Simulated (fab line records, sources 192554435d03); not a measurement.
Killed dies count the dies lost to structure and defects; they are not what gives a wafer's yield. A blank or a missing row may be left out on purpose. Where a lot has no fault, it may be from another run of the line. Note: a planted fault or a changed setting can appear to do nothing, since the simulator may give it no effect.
3 desks, one fault | flow n5_finfet | what lay behind the numbers comes last; until then each desk has only its own

== THE METROLOGY DESK ==
What the gauges read for every lot (on any tool): the sampled wafers with a number, averaged. Any lot whose mean is over 4 standard deviations away from the usual mean is out of limits and marked OUT; that distance is given in the brackets. Only the readings that lie furthest out on some lot appear, 7 of the 11 it has.
Columns: A = GC_FILL_THK at N5_GATE_CUT_THK_MEAS_24, usual 219.9 nm; B = IOFF_P at N5_BEOL_M4_RC_MEAS_101, usual 0.23 nA/um; C = ION_N at N5_BEOL_M4_RC_MEAS_101, usual 675 uA/um; D = ION_P at N5_BEOL_M4_RC_MEAS_101, usual 460 uA/um; E = SS_N at N5_BEOL_M4_RC_MEAS_101, usual 71.7 mV/dec; F = SS_P at N5_BEOL_M4_RC_MEAS_101, usual 73.6 mV/dec; G = VT_P at N5_BEOL_M4_RC_MEAS_101, usual -250 mV
lot  | first seen here | A     | B    | C   | D   | E    | F    | G
L173 | day 4 21:44     | 219.3 | 0.24 | 677 | 456 | 71.8 | 74.9 | -249
L174 | day 5 02:37     | 220.5 | 0.23 | 668 | 460 | 71.8 | 73.8 | -251
L176 | day 5 14:01     | 219.7 | 0.24 | 677 | 469 | 71.2 | 73.4 | -248
L178 | day 6 06:17     | 220.4 | 0.24 | 693 | 468 | 71.9 | 73.9 | -252
L183 | day 7 10:06     | 219.2 | 0.20 | 660 | 454 | 71.2 | 73.4 | -251
L192 | day 9 16:52     | 222.8 | 0.22 | 670 | 455 | 72.0 | 73.4 | -251
L193 | day 10 00:26    | 219.8 | 0.22 | 667 | 451 | 71.8 | 73.1 | -254
L194 | day 10 03:57    | 212.9 | 0.27 | 681 | 468 | 72.5 | 73.9 | -247
L195 | day 10 11:09    | 214.8 | 0.16 | 669 | 448 | 71.4 | 73.4 | -257
This desk's finding: nothing out of limits on any of the 9 lots.

== THE DEFECT DESK ==
Per lot, the means of the sampled wafers with a number show what the inspections along the route counted. Any lot whose mean is over 4 standard deviations away from the usual mean is out of limits and marked OUT; that distance is given in the brackets.
Columns: A = raw_defect_count at N5_GATE_CUT_INSPECT_26, usual 42
lot  | first seen here | A
L173 | day 4 22:28     | 40
L174 | day 5 03:21     | 35
L176 | day 5 14:45     | 36
L178 | day 6 07:02     | 44
L183 | day 7 10:51     | 34
L192 | day 9 17:37     | 54
L193 | day 10 01:11    | 53
L194 | day 10 04:41    | 71
L195 | day 10 11:54    | 30
This desk's finding: nothing out of limits on any of the 9 lots.

== AT THE TOOL OWNER'S DESK: pecvd-04 ==
The tool's own readings at N5_GATE_CUT_HM_DEP_46 (deposits SiO2 from TEOS/O2, target thk 130 nm, time 26.6 s): means of the sampled wafers that have a number, for each lot that ran on this tool. Any lot whose mean is over 4 standard deviations away from the usual mean is out of limits and marked OUT; that distance is given in the brackets.
Columns: A = heater_power_w at N5_GATE_CUT_HM_DEP_46, usual 604 W; B = showerhead_plenum_p_Torr at N5_GATE_CUT_HM_DEP_46, usual 8.34 Torr; C = susceptor_temp_C at N5_GATE_CUT_HM_DEP_46, usual 400.01 C; D = throttle_valve_pct at N5_GATE_CUT_HM_DEP_46, usual 18.3 %
lot  | first seen here | A   | B    | C      | D
L174 | day 4 23:24     | 646 | 8.33 | 399.97 | 17.5
L176 | day 5 10:00     | 620 | 8.32 | 400.06 | 17.5
L178 | day 6 02:55     | 674 | 8.34 | 400.08 | 17.2
L194 | day 10 00:16    | 656 | 8.32 | 400.00 | 17.5
L195 | day 10 07:55    | 554 | 8.29 | 399.83 | 17.2
This desk's finding: nothing out of limits on any of the 5 lots.

== TAKEN TOGETHER ==
The metrology desk saw nothing out of limits.
No out-of-limits result turned up at the defect desk.
Nothing out of limits was seen by the tool owner's desk.

== WHAT HAD BEEN PUT IN BY THE SIMULATOR ==
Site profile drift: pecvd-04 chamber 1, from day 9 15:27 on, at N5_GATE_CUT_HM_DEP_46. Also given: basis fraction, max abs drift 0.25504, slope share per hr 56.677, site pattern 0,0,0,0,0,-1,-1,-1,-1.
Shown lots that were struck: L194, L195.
